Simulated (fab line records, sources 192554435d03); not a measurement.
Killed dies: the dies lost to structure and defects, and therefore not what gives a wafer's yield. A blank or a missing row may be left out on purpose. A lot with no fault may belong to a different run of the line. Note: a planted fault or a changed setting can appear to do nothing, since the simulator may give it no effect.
fab line records ; flow n5-finfet ; part 1 of 2: steps 1 to 19 of 25
record lots=5; wafers=15; last-day=15
route steps=1938 shown FIN_SAQP@153 FIN_CUT@154
lots with no fault: from the same line, run without faults
start-h: hours from the record's opening day to when the first of the lot's shown wafers began ; wait-h: hours elapsed since this lot's preceding step ; " repeats the value in the row above ; L1.1+2: several wafers, shown together as one row ; - no value, or no start was given ; * or withheld: withheld ; < > ~ a bound
route shown NAME@n: a module of which the file shows steps, and the number in the route of the first ; usual: mean/standard deviation taken from wafers without a fault ; same: alike in all rows ; chamber/n: place in a boat ; sites: readings site by site ; _std_site: standard deviation of those values ; _edge_site: inner sites' mean taken away from outer sites' mean ; radius-mm: how far each site lies from the wafer's centre ; mask NAME#n: copy n ; behind: tool/chamber where the wafer was last shaped ; hold: reason for holding the lot/hours on hold/outcome of the hold ; device: names the non-switching transistor (n, p or np) ; end of line: the route-end tests of the same wafers ; for a step that has no rows: nothing shown but its recipe ; killed: not the wafer's yield, but the dies lost to structure and defects at the first sort ; map: the dies of a wafer, with x for killed, . for not killed, _ for no die there
set.NAME: the setting the step ran with; set.NAME@STEP: the setting that earlier step ran with ; model.NAME: the simulator's own value behind a step, which no gauge read
lots at selected steps of the route; one table per step, one row per wafer
services: a tool's chamber out of use, with start hour (start-h, from the record's first day; less than 0 if before it), hours out, and reason
## steps
# step N5_FIN_SAQP_INSPECT_40
# recipe inspect-instrument=brightfield; mode=aei
# usual raw-defect-count=258/77
lot.wafer;tool;chamber;start-h;wait-h;raw-defect-count
L075.1;defect-inspect-01;-;32.08;0.0;172
L075.3;defect-inspect-01;-;32.08;0.0;156
L075.4;defect-inspect-01;-;32.08;0.0;235
L078.1;defect-inspect-01;-;50.88;0.0;204
L078.2;defect-inspect-01;-;50.88;0.0;157
L078.6;defect-inspect-01;-;50.88;0.0;192
L082.1;defect-inspect-02;-;75.68;0.0;345
L082.3;defect-inspect-02;-;75.68;0.0;474
L082.6;defect-inspect-02;-;75.68;0.0;380
L086.2;defect-inspect-01;-;100.18;0.0;161
L086.4;defect-inspect-01;-;100.18;0.0;373
L086.6;defect-inspect-01;-;100.18;0.0;291
L089.2;defect-inspect-01;-;116.20;0.0;256
L089.3;defect-inspect-01;-;116.20;0.0;193
L089.6;defect-inspect-01;-;116.20;0.0;305
# step N5_FIN_CUT_COAT_18
# recipe resist=SOC; temp-c=250; time-s=60; spin-rpm=1500; resist-thk-nm=230
# usual exhaust-pa=45.3/0.94; heater-power-total-W=500.5/1.8; plate-temp-C=250.01/0.17; spin-speed-rpm=1499.9/0.94
lot.wafer;tool;chamber;start-h;wait-h;exhaust-pa;heater-power-total-W;plate-temp-C;spin-speed-rpm
L075.1;litho-track-01;0;32.11;0.0;44.5;498.4;249.96;1498.2
L075.3;litho-track-01;0;32.11;0.0;44.1;500.3;249.94;1497.8
L075.4;litho-track-01;0;32.11;0.0;44.4;503.3;250.04;1498.3
L078.1;litho-track-01;0;50.91;0.0;43.6;503.2;249.82;1500.6
L078.2;litho-track-01;0;50.91;0.0;45.2;498.1;249.99;1499.8
L078.6;litho-track-01;0;50.91;0.0;44.6;501.2;249.81;1499.7
L082.1;litho-track-05;0;75.71;0.0;46.5;499.6;250.18;1499.3
L082.3;litho-track-05;0;75.71;0.0;47.1;499.9;250.06;1498.1
L082.6;litho-track-05;0;75.71;0.0;45.8;500.3;249.97;1499.6
L086.2;litho-track-02;0;100.21;0.0;45.9;502.5;250.05;1498.4
L086.4;litho-track-02;0;100.21;0.0;46.4;499.1;250.11;1498.7
L086.6;litho-track-02;0;100.21;0.0;44.4;500.8;249.87;1498.4
L089.2;litho-track-05;0;116.23;0.0;44.4;502.0;249.97;1501.2
L089.3;litho-track-05;0;116.23;0.0;44.9;502.1;250.07;1500.3
L089.6;litho-track-05;0;116.23;0.0;46.6;502.9;249.78;1500.8
# step N5_FIN_CUT_COAT_19
# recipe resist=SiARC; temp-c=220; time-s=60; spin-rpm=1500; resist-thk-nm=20
# usual exhaust-pa=44.9/1; heater-power-total-W=427.5/2.1; plate-temp-C=219.98/0.14; spin-speed-rpm=1500.1/0.96
lot.wafer;tool;chamber;start-h;wait-h;exhaust-pa;heater-power-total-W;plate-temp-C;spin-speed-rpm
L075.1;litho-track-01;0;-;-;45.0;430.5;219.88;1498.5
L075.3;litho-track-01;0;-;-;45.8;427.0;219.87;1499.8
L075.4;litho-track-01;0;-;-;46.0;425.9;219.96;1499.9
L078.1;litho-track-01;0;-;-;44.9;430.4;219.87;1501.8
L078.2;litho-track-01;0;-;-;45.8;430.0;220.14;1500.8
L078.6;litho-track-01;0;-;-;45.7;429.3;220.03;1501.8
L082.1;litho-track-05;0;-;-;44.8;430.9;220.01;1499.4
L082.3;litho-track-05;0;-;-;46.0;429.4;219.91;1500.4
L082.6;litho-track-05;0;-;-;44.7;427.6;219.99;1500.2
L086.2;litho-track-02;0;-;-;44.7;425.5;219.90;1501.1
L086.4;litho-track-02;0;-;-;45.3;424.4;219.90;1501.3
L086.6;litho-track-02;0;-;-;46.3;427.8;220.05;1499.4
L089.2;litho-track-05;0;-;-;42.9;424.1;220.14;1500.5
L089.3;litho-track-05;0;-;-;44.8;427.7;219.86;1500.3
L089.6;litho-track-05;0;-;-;43.4;428.4;219.97;1502.2
# step N5_FIN_CUT_COAT_29
# recipe resist=underlayer; temp-c=205; time-s=60; spin-rpm=1500; resist-thk-nm=10
# usual exhaust-pa=45.0/0.87; heater-power-total-W=391.7/1.3; plate-temp-C=205.06/0.15; spin-speed-rpm=1499.9/0.92
lot.wafer;tool;chamber;start-h;wait-h;exhaust-pa;heater-power-total-W;plate-temp-C;spin-speed-rpm
L075.1;litho-track-01;0;-;-;43.6;389.7;205.05;1499.3
L075.3;litho-track-01;0;-;-;44.9;390.3;205.08;1501.3
L075.4;litho-track-01;0;-;-;43.6;392.7;205.16;1500.8
L078.1;litho-track-01;0;-;-;46.7;392.6;205.10;1499.9
L078.2;litho-track-01;0;-;-;45.3;393.3;205.08;1498.8
L078.6;litho-track-01;0;-;-;45.6;389.5;205.12;1499.0
L082.1;litho-track-05;0;-;-;45.7;392.6;204.91;1499.4
L082.3;litho-track-05;0;-;-;46.1;390.7;205.10;1499.7
L082.6;litho-track-05;0;-;-;44.7;391.5;205.24;1498.1
L086.2;litho-track-02;0;-;-;44.6;393.4;205.03;1498.8
L086.4;litho-track-02;0;-;-;45.2;392.8;205.19;1499.7
L086.6;litho-track-02;0;-;-;45.2;390.7;205.24;1499.0
L089.2;litho-track-05;0;-;-;45.8;390.4;204.89;1499.7
L089.3;litho-track-05;0;-;-;46.4;392.1;205.00;1501.9
L089.6;litho-track-05;0;-;-;46.7;392.7;205.03;1500.9
# step N5_FIN_CUT_COAT_02
# recipe resist=CAR-EUV; spin-rpm=1500; resist-thk-nm=30
# usual exhaust-pa=44.7/0.87; spin-speed-rpm=1499.8/0.99
lot.wafer;tool;chamber;start-h;wait-h;exhaust-pa;spin-speed-rpm
L075.1;litho-track-01;0;-;-;44.9;1500.5
L075.3;litho-track-01;0;-;-;45.7;1499.9
L075.4;litho-track-01;0;-;-;45.2;1500.6
L078.1;litho-track-01;0;-;-;45.0;1500.2
L078.2;litho-track-01;0;-;-;44.8;1500.4
L078.6;litho-track-01;0;-;-;44.1;1501.0
L082.1;litho-track-05;0;-;-;45.6;1499.4
L082.3;litho-track-05;0;-;-;43.0;1498.2
L082.6;litho-track-05;0;-;-;45.4;1499.4
L086.2;litho-track-02;0;-;-;44.2;1499.1
L086.4;litho-track-02;0;-;-;43.8;1501.4
L086.6;litho-track-02;0;-;-;44.6;1500.1
L089.2;litho-track-05;0;-;-;45.0;1499.3
L089.3;litho-track-05;0;-;-;43.4;1500.4
L089.6;litho-track-05;0;-;-;43.6;1497.7
# step N5_FIN_CUT_EBR_04
# recipe solvent=PGMEA; ebr-width-mm=1.5
# usual exhaust-pa=44.8/0.88
lot.wafer;tool;chamber;start-h;wait-h;exhaust-pa
L075.1;litho-track-01;0;-;-;45.0
L075.3;litho-track-01;0;-;-;44.5
L075.4;litho-track-01;0;-;-;46.6
L078.1;litho-track-01;0;-;-;44.5
L078.2;litho-track-01;0;-;-;43.3
L078.6;litho-track-01;0;-;-;44.1
L082.1;litho-track-05;0;-;-;45.5
L082.3;litho-track-05;0;-;-;45.9
L082.6;litho-track-05;0;-;-;44.8
L086.2;litho-track-02;0;-;-;44.1
L086.4;litho-track-02;0;-;-;44.8
L086.6;litho-track-02;0;-;-;43.7
L089.2;litho-track-05;0;-;-;45.4
L089.3;litho-track-05;0;-;-;44.0
L089.6;litho-track-05;0;-;-;44.1
# step N5_FIN_CUT_SOFTBAKE_03
# recipe temp-c=110; time-s=60; resist=CAR-EUV
# usual exhaust-pa=45.1/0.96; heater-power-total-W=175.4/1.6; plate-temp-C=109.99/0.13
lot.wafer;tool;chamber;start-h;wait-h;exhaust-pa;heater-power-total-W;plate-temp-C
L075.1;litho-track-01;0;-;-;44.9;173.4;109.94
L075.3;litho-track-01;0;-;-;44.5;177.3;109.85
L075.4;litho-track-01;0;-;-;44.1;175.6;109.88
L078.1;litho-track-01;0;-;-;43.8;176.8;109.89
L078.2;litho-track-01;0;-;-;44.8;176.2;110.04
L078.6;litho-track-01;0;-;-;44.0;176.0;110.11
L082.1;litho-track-05;0;-;-;46.8;177.0;110.24
L082.3;litho-track-05;0;-;-;47.3;173.9;110.05
L082.6;litho-track-05;0;-;-;45.6;175.9;110.01
L086.2;litho-track-02;0;-;-;45.9;177.3;109.80
L086.4;litho-track-02;0;-;-;44.9;173.0;109.75
L086.6;litho-track-02;0;-;-;46.2;174.7;110.04
L089.2;litho-track-05;0;-;-;45.1;177.5;110.08
L089.3;litho-track-05;0;-;-;44.8;177.5;109.99
L089.6;litho-track-05;0;-;-;45.5;173.8;109.97
# step N5_FIN_CUT_EXPOSE_05
# recipe mask-id=FIN_CUT; na=0.33; source-shape=annular; sigma-inner=0.35; sigma-outer=0.8; polarization=unpolarized; dose-mj=45.75
# same na=0.33; sigma-outer=0.8
lot.wafer;tool;chamber;start-h;wait-h;mask
L075.1+3+4;euv-scanner-01;0;32.37;-;FIN_CUT#0
L078.1+2+6;euv-scanner-02;0;51.17;-;FIN_CUT#0
L082.1+3+6;euv-scanner-01;0;75.85;-;FIN_CUT#0
L086.2+4+6;euv-scanner-01;0;100.36;-;FIN_CUT#0
L089.2+3+6;euv-scanner-01;0;116.38;-;FIN_CUT#0
# step N5_FIN_CUT_PEB_06
# recipe peb-temp-c=100; peb-time-s=60; resist=CAR-EUV
# usual exhaust-pa=44.9/0.94; heater-power-total-W=154.0/1.1; plate-temp-C=100.01/0.12
lot.wafer;tool;chamber;start-h;wait-h;exhaust-pa;heater-power-total-W;plate-temp-C
L075.1;litho-track-01;0;32.44;0.1;44.2;155.6;99.80
L075.3;litho-track-01;0;32.44;0.1;44.7;155.1;99.63
L075.4;litho-track-01;0;32.44;0.1;46.2;153.6;99.85
L078.1;litho-track-01;0;51.24;0.1;45.8;152.4;100.27
L078.2;litho-track-01;0;51.24;0.1;46.2;154.6;99.98
L078.6;litho-track-01;0;51.24;0.1;45.1;152.9;100.12
L082.1;litho-track-05;0;75.92;0.1;44.5;152.7;99.92
L082.3;litho-track-05;0;75.92;0.1;44.8;152.4;100.01
L082.6;litho-track-05;0;75.92;0.1;45.9;152.5;100.07
L086.2;litho-track-05;0;100.42;0.1;43.5;153.8;99.97
L086.4;litho-track-05;0;100.42;0.1;44.7;155.4;99.87
L086.6;litho-track-05;0;100.42;0.1;43.5;153.9;100.10
L089.2;litho-track-05;0;116.44;0.1;43.8;153.2;99.86
L089.3;litho-track-05;0;116.44;0.1;44.2;154.9;100.02
L089.6;litho-track-05;0;116.44;0.1;44.1;155.5;100.01
# step N5_FIN_CUT_DEVELOP_07
# recipe develop-time-s=30; developer=TMAH; resist=CAR-EUV; rinse-liquid=surfactant-rinse; dry=air-spin; dev-temp-c=23
# usual exhaust-pa=45.2/0.94
lot.wafer;tool;chamber;start-h;wait-h;exhaust-pa
L075.1;litho-track-01;0;-;-;46.5
L075.3;litho-track-01;0;-;-;46.1
L075.4;litho-track-01;0;-;-;45.4
L078.1;litho-track-01;0;-;-;45.2
L078.2;litho-track-01;0;-;-;45.1
L078.6;litho-track-01;0;-;-;44.5
L082.1;litho-track-05;0;-;-;45.6
L082.3;litho-track-05;0;-;-;45.0
L082.6;litho-track-05;0;-;-;45.3
L086.2;litho-track-05;0;-;-;44.4
L086.4;litho-track-05;0;-;-;45.4
L086.6;litho-track-05;0;-;-;44.9
L089.2;litho-track-05;0;-;-;43.7
L089.3;litho-track-05;0;-;-;44.3
L089.6;litho-track-05;0;-;-;43.2
# step N5_FIN_CUT_CD_MEAS_08
# recipe target-cd-nm=29.1; landing-energy-ev=500; detector=se-inlens; polarity=opening
# usual cd-nm=29.08/0.21
lot.wafer;tool;chamber;start-h;wait-h;cd-nm
L075.1;cd-sem-02;0;32.50;-;28.94
L075.3;cd-sem-02;0;32.50;-;29.13
L075.4;cd-sem-02;0;32.50;-;29.29
L078.1;cd-sem-03;0;51.31;-;29.18
L078.2;cd-sem-03;0;51.31;-;29.12
L078.6;cd-sem-03;0;51.31;-;29.33
L082.1;cd-sem-01;0;75.98;-;28.97
L082.3;cd-sem-01;0;75.98;-;29.25
L082.6;cd-sem-01;0;75.98;-;29.12
L086.2;cd-sem-03;0;100.49;-;28.50
L086.4;cd-sem-03;0;100.49;-;29.05
L086.6;cd-sem-03;0;100.49;-;29.06
L089.2;cd-sem-02;0;116.50;-;29.32
L089.3;cd-sem-02;0;116.50;-;29.12
L089.6;cd-sem-02;0;116.50;-;29.14
# step N5_FIN_CUT_OVL_MEAS_09
# recipe points-per-wafer=522
# usual FIN_CUT_OVL=0.2/0.61
lot.wafer;tool;chamber;start-h;wait-h;FIN_CUT_OVL[nm]
L075.1;overlay-02;0;32.53;0.0;-0.6
L075.3;overlay-02;0;32.53;0.0;-0.1
L075.4;overlay-02;0;32.53;0.0;1.2
L078.1;overlay-02;0;51.34;0.0;0.0
L078.2;overlay-02;0;51.34;0.0;0.4
L078.6;overlay-02;0;51.34;0.0;-0.4
L082.1;overlay-02;0;76.02;0.0;1.0
L082.3;overlay-02;0;76.02;0.0;1.0
L082.6;overlay-02;0;76.02;0.0;0.8
L086.2;overlay-01;0;100.52;0.0;0.2
L086.4;overlay-01;0;100.52;0.0;1.3
L086.6;overlay-01;0;100.52;0.0;0.4
L089.2;overlay-02;0;116.54;0.0;1.0
L089.3;overlay-02;0;116.54;0.0;0.7
L089.6;overlay-02;0;116.54;0.0;0.2
# step N5_FIN_CUT_INSPECT_10
# recipe mode=adi; inspect-instrument=brightfield
# usual raw-defect-count=46/12
lot.wafer;tool;chamber;start-h;wait-h;raw-defect-count
L075.1;defect-inspect-01;-;32.59;0.1;40
L075.3;defect-inspect-01;-;32.59;0.1;32
L075.4;defect-inspect-01;-;32.59;0.1;50
L078.1;defect-inspect-02;-;51.39;0.1;53
L078.2;defect-inspect-02;-;51.39;0.1;42
L078.6;defect-inspect-02;-;51.39;0.1;43
L082.1;defect-inspect-02;-;76.07;0.1;50
L082.3;defect-inspect-02;-;76.07;0.1;74
L082.6;defect-inspect-02;-;76.07;0.1;43
L086.2;defect-inspect-01;-;100.57;0.0;34
L086.4;defect-inspect-01;-;100.57;0.0;51
L086.6;defect-inspect-01;-;100.57;0.0;42
L089.2;defect-inspect-02;-;116.59;0.0;57
L089.3;defect-inspect-02;-;116.59;0.0;46
L089.6;defect-inspect-02;-;116.59;0.0;63
# step N5_FIN_CUT_DESCUM_13
# recipe chemistry=O2; time-s=7; source-power-w=50; bias-power-w=20; pressure-mtorr=20; rf-frequency-hz=2.712e+07; temp-c=40; resist=CAR-EUV; o2-flow-sccm=225
# usual drypump-motor-current-A=5.8/0.47; oes-product-au=0.78/0.067; rf-vpp-V=243.2/1.5; showerhead-plenum-p-Torr=2.09/0.088; throttle-valve-pct=20.58/0.22
lot.wafer;tool;chamber;start-h;wait-h;drypump-motor-current-A;oes-product-au;rf-hours-counter-h;rf-vpp-V;showerhead-plenum-p-Torr;throttle-valve-pct
L075.1;rie-diel-03;0;32.63;0.0;5.9;0.87;52;244.6;2.15;20.64
L075.3;rie-diel-03;3;32.63;0.0;5.7;0.77;143;242.7;2.08;20.39
L075.4;rie-diel-03;2;32.63;0.0;6.1;0.74;181;244.2;2.18;20.68
L078.1;rie-diel-06;0;51.43;0.0;5.8;0.73;201;242.8;2.15;20.83
L078.2;rie-diel-06;3;51.43;0.0;5.9;0.90;40;244.7;2.03;20.31
L078.6;rie-diel-06;2;51.43;0.0;5.4;0.75;-;240.6;1.98;20.53
L082.1;rie-diel-06;3;76.11;0.0;5.9;0.89;46;243.3;2.03;20.30
L082.3;rie-diel-06;1;76.11;0.0;6.4;0.80;118;244.5;2.19;20.81
L082.6;rie-diel-06;1;76.11;0.0;6.4;0.79;-;245.2;2.19;20.81
L086.2;rie-diel-06;2;100.61;0.0;5.5;0.73;208;241.3;1.97;20.54
L086.4;rie-diel-06;1;100.61;0.0;6.4;0.79;-;246.3;2.19;20.82
L086.6;rie-diel-06;2;100.61;0.0;5.4;0.73;-;242.0;1.97;20.55
L089.2;rie-diel-05;0;116.63;0.0;6.8;0.86;74;246.2;2.21;20.23
L089.3;rie-diel-05;2;116.63;0.0;5.1;0.93;14;242.8;2.06;20.55
L089.6;rie-diel-05;0;116.63;0.0;6.8;0.87;-;244.9;2.21;20.20
# step N5_FIN_CUT_ETCH_30
# recipe chemistry=N2/H2; target=underlayer; target-depth-a=130; mask-material=CAR-EUV; time-s=10.4; ion-energy-ev=200; pressure-mtorr=30; source-w=840; bias-w=150; n2-flow-sccm=200; h2-flow-sccm=200; ends=cleared
# usual drypump-motor-current-A=5.8/0.47; etch-rf-on-time-s=10.43/0.26; oes-product-au=0.67/0.056; rf-vpp-V=524.0/3; showerhead-plenum-p-Torr=2.55/0.1; throttle-valve-pct=18.04/0.26
lot.wafer;tool;chamber;start-h;wait-h;drypump-motor-current-A;etch-rf-on-time-s;oes-product-au;rf-hours-counter-h;rf-vpp-V;showerhead-plenum-p-Torr;throttle-valve-pct
L075.1;rie-diel-03;0;32.66;0.0;5.9;10.13;0.74;52;524.0;2.59;17.89
L075.3;rie-diel-03;3;32.66;0.0;5.6;10.34;0.65;143;523.4;2.54;17.81
L075.4;rie-diel-03;2;32.66;0.0;6.1;10.48;0.64;181;524.9;2.64;18.06
L078.1;rie-diel-06;0;51.46;0.0;5.8;10.51;0.61;201;528.0;2.62;18.29
L078.2;rie-diel-06;3;51.46;0.0;5.9;10.67;0.75;40;521.1;2.50;17.84
L078.6;rie-diel-06;2;51.46;0.0;5.5;9.95;0.65;-;518.6;2.41;17.99
L082.1;rie-diel-06;3;76.14;0.0;5.9;10.80;0.75;46;522.8;2.49;17.83
L082.3;rie-diel-06;1;76.14;0.0;6.4;10.37;0.68;118;528.5;2.68;18.40
L082.6;rie-diel-06;1;76.14;0.0;6.4;10.52;0.67;-;528.8;2.68;18.40
L086.2;rie-diel-06;2;100.64;0.0;5.5;10.04;0.64;208;521.2;2.40;18.03
L086.4;rie-diel-06;1;100.64;0.0;6.4;10.41;0.68;-;528.4;2.68;18.41
L086.6;rie-diel-06;2;100.64;0.0;5.5;9.95;0.65;-;520.0;2.40;18.00
L089.2;rie-diel-05;0;116.66;0.0;6.8;10.62;0.72;74;526.3;2.68;17.63
L089.3;rie-diel-05;2;116.66;0.0;5.1;10.06;0.81;14;521.9;2.51;18.07
L089.6;rie-diel-05;0;116.66;0.0;6.8;10.62;0.72;-;527.8;2.68;17.60
# step N5_FIN_CUT_ETCH_20
# recipe chemistry=CF4; target=SiARC; target-depth-a=260; mask-material=CAR-EUV; time-s=43.3; ion-energy-ev=80; pressure-mtorr=40; source-w=545; bias-w=36; Ar_flow_sccm=100; cf4-flow-sccm=100; ends=cleared
# usual drypump-motor-current-A=5.8/0.47; etch-rf-on-time-s=43.5/1; oes-product-au=0.67/0.055; rf-vpp-V=184.0/1.3; showerhead-plenum-p-Torr=2.14/0.08; throttle-valve-pct=15.76/0.21
lot.wafer;tool;chamber;start-h;wait-h;drypump-motor-current-A;etch-rf-on-time-s;oes-product-au;rf-hours-counter-h;rf-vpp-V;showerhead-plenum-p-Torr;throttle-valve-pct
L075.1;rie-diel-03;0;32.68;0.0;5.9;42.7;0.74;52;183.9;2.18;15.56
L075.3;rie-diel-03;3;32.68;0.0;5.6;42.8;0.65;143;185.2;2.16;15.72
L075.4;rie-diel-03;2;32.68;0.0;6.1;43.5;0.64;181;185.5;2.22;15.87
L078.1;rie-diel-06;0;51.48;0.0;5.8;43.8;0.62;201;184.8;2.21;16.11
L078.2;rie-diel-06;3;51.48;0.0;5.9;44.5;0.75;40;182.7;2.10;15.59
L078.6;rie-diel-06;2;51.48;0.0;5.5;41.9;0.65;-;183.1;2.05;15.78
L082.1;rie-diel-06;3;76.16;0.0;5.9;45.0;0.75;46;183.4;2.10;15.61
L082.3;rie-diel-06;1;76.16;0.0;6.4;43.7;0.68;118;184.3;2.23;15.85
L082.6;rie-diel-06;1;76.16;0.0;6.4;44.3;0.68;-;185.1;2.23;15.84
L086.2;rie-diel-06;2;100.66;0.0;5.4;42.0;0.64;208;182.0;2.04;15.81
L086.4;rie-diel-06;1;100.66;0.0;6.4;43.0;0.69;-;185.6;2.23;15.88
L086.6;rie-diel-06;2;100.66;0.0;5.5;41.9;0.64;-;182.7;2.04;15.82
L089.2;rie-diel-05;0;116.68;0.0;6.8;44.2;0.72;74;186.5;2.26;15.41
L089.3;rie-diel-05;2;116.68;0.0;5.1;42.1;0.80;14;184.5;2.11;15.59
L089.6;rie-diel-05;0;116.68;0.0;6.8;44.2;0.71;-;184.7;2.26;15.39
# step N5_FIN_CUT_ETCH_21
# recipe chemistry=N2/H2; target=SOC; target-depth-a=2190; overetch-a=438; mask-material=SiARC; temp-c=40; ion-energy-ev=100; bias-w=61; time-s=523.5; pressure-mtorr=30; source-w=850; n2-flow-sccm=200; h2-flow-sccm=200
# usual drypump-motor-current-A=5.8/0.47; oes-product-au=0.72/0.058; rf-vpp-V=240.8/1.5; showerhead-plenum-p-Torr=2.55/0.1; throttle-valve-pct=17.99/0.25
lot.wafer;tool;chamber;start-h;wait-h;drypump-motor-current-A;oes-product-au;rf-hours-counter-h;rf-vpp-V;showerhead-plenum-p-Torr;throttle-valve-pct
L075.1;rie-diel-03;0;32.72;0.0;5.9;0.79;52;240.7;2.59;17.83
L075.3;rie-diel-03;3;32.72;0.0;5.6;0.70;143;241.1;2.54;17.77
L075.4;rie-diel-03;2;32.72;0.0;6.1;0.69;181;242.0;2.64;17.99
L078.1;rie-diel-06;0;51.52;0.0;5.8;0.67;201;241.2;2.62;18.24
L078.2;rie-diel-06;3;51.52;0.0;5.9;0.83;40;240.9;2.50;17.79
L078.6;rie-diel-06;2;51.52;0.0;5.5;0.69;-;237.8;2.41;17.93
L082.1;rie-diel-06;3;76.20;0.0;5.9;0.82;46;238.7;2.49;17.79
L082.3;rie-diel-06;1;76.20;0.0;6.3;0.73;118;242.1;2.68;18.33
L082.6;rie-diel-06;1;76.20;0.0;6.3;0.74;-;240.1;2.68;18.34
L086.2;rie-diel-06;2;100.70;0.0;5.4;0.67;208;239.3;2.40;17.96
L086.4;rie-diel-06;1;100.70;0.0;6.4;0.72;-;241.2;2.68;18.34
L086.6;rie-diel-06;2;100.70;0.0;5.5;0.68;-;240.2;2.40;17.97
L089.2;rie-diel-05;0;116.72;0.0;6.8;0.79;74;242.9;2.68;17.56
L089.3;rie-diel-05;2;116.72;0.0;5.0;0.85;14;240.5;2.51;18.02
L089.6;rie-diel-05;0;116.72;0.0;6.8;0.79;-;242.9;2.68;17.57
# step N5_FIN_CUT_STRIP_23
# recipe chemistry=N2/H2; temp-c=40; n2-flow-sccm=200; h2-flow-sccm=200; rf-frequency-hz=6e+07
lot.wafer;tool;chamber;start-h;wait-h
L075.1+3+4;rie-diel-03;0,3,2;33.02;0.2
L078.1+2+6;rie-diel-06;0,3,2;51.83;0.2
L082.1+3+6;rie-diel-06;3,1,1;76.50;0.2
L086.2+4+6;rie-diel-06;2,1,2;101.01;0.2
L089.2+3+6;rie-diel-05;0,2,0;117.02;0.2
# step N5_FIN_CUT_STRIP_31
# recipe chemistry=N2/H2; temp-c=40; n2-flow-sccm=200; h2-flow-sccm=200; rf-frequency-hz=6e+07
lot.wafer;tool;chamber;start-h;wait-h
L075.1+3+4;rie-diel-03;0,3,2;33.03;0.0
L078.1+2+6;rie-diel-06;0,3,2;51.84;0.0
L082.1+3+6;rie-diel-06;3,1,1;76.51;0.0
L086.2+4+6;rie-diel-06;2,1,2;101.02;0.0
L089.2+3+6;rie-diel-05;0,2,0;117.03;0.0
